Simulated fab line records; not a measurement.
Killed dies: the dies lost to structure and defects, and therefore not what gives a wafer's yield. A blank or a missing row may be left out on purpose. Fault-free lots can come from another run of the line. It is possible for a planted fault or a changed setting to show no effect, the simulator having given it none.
Chamber matching | flow n5Finfet | N5_BEOL_M0_SAQP_ETCH_107 on rieDiel-02 has 3 sister chambers
The step etches SiNx in CH3F/O2, target depth 30 nm. 14 wafers are shown with their chamber, then 5 later ones without.

## WAFERS PAIRED WITH THEIR CHAMBERS
wafer  | chamber | drypumpMotorCurrentA (A) | showerheadPlenumPTorr (Torr) | rfVppV (V)
L478.1 | 3       | 6.3                      | 2.12                         | 292
L478.4 | 1       | 5.7                      | 2.06                         | 302
L478.6 | 0       | 5.5                      | 2.08                         | 300
L482.2 | 3       | 6.2                      | 2.12                         | 291
L482.3 | 0       | 5.5                      | 2.07                         | 299
L482.5 | 0       | 5.5                      | 2.07                         | 300
L489.4 | 1       | 5.7                      | 2.06                         | 301
L489.5 | 3       | 6.3                      | 2.12                         | 291
L492.2 | 1       | 5.7                      | 2.06                         | 300
L492.3 | 3       | 6.3                      | 2.12                         | 293
L492.5 | 1       | 5.7                      | 2.06                         | 302
L495.2 | 1       | 5.7                      | 2.06                         | 301
L495.3 | 3       | 6.3                      | 2.11                         | 292
L495.6 | 3       | 6.3                      | 2.11                         | 291

SIGNATURES (averages over the wafers above)
reading               | chamber 0 | chamber 1 | chamber 3 | scatter within a chamber
drypumpMotorCurrentA  | 5.500     | 5.700     | 6.283     | 0.0275
showerheadPlenumPTorr | 2.0733    | 2.0600    | 2.1167    | 0.00426
rfVppV                | 299.67    | 301.20    | 291.67    | 0.786
Rule: for a wafer and a chamber, the distance is found by dividing, reading by reading, the gap between the wafer's reading and the chamber's mean by the reading's scatter, squaring, summing and taking the root. The wafer belongs to the nearest chamber; if the next one is less than 2 further off, it can't be placed. How the scatter is found: for the shown wafers, subtract from each reading the mean of its chamber, square and add these, divide the total by (wafers less chambers), then take the root.

## WAFERS WITHOUT THEIR CHAMBER
wafer  | drypumpMotorCurrentA (A) | showerheadPlenumPTorr (Torr) | rfVppV (V)
L496.3 | 5.7                      | 2.06                         | 299
L496.5 | 5.5                      | 2.06                         | 301
L497.3 | 5.7                      | 2.06                         | 300
L497.5 | 6.2                      | 2.11                         | 292
L497.6 | 5.5                      | 2.06                         | 300

## THE CHAMBER EACH PASSED THROUGH
wafer  | from the rows above | in truth
L496.3 | 1                   | 1
L496.5 | 0                   | 0
L497.3 | 1                   | 1
L497.5 | 3                   | 3
L497.6 | 0                   | 0
Correct placement for 5 of the 5. From these rows, 0 cannot be placed. 0 placed wrongly.
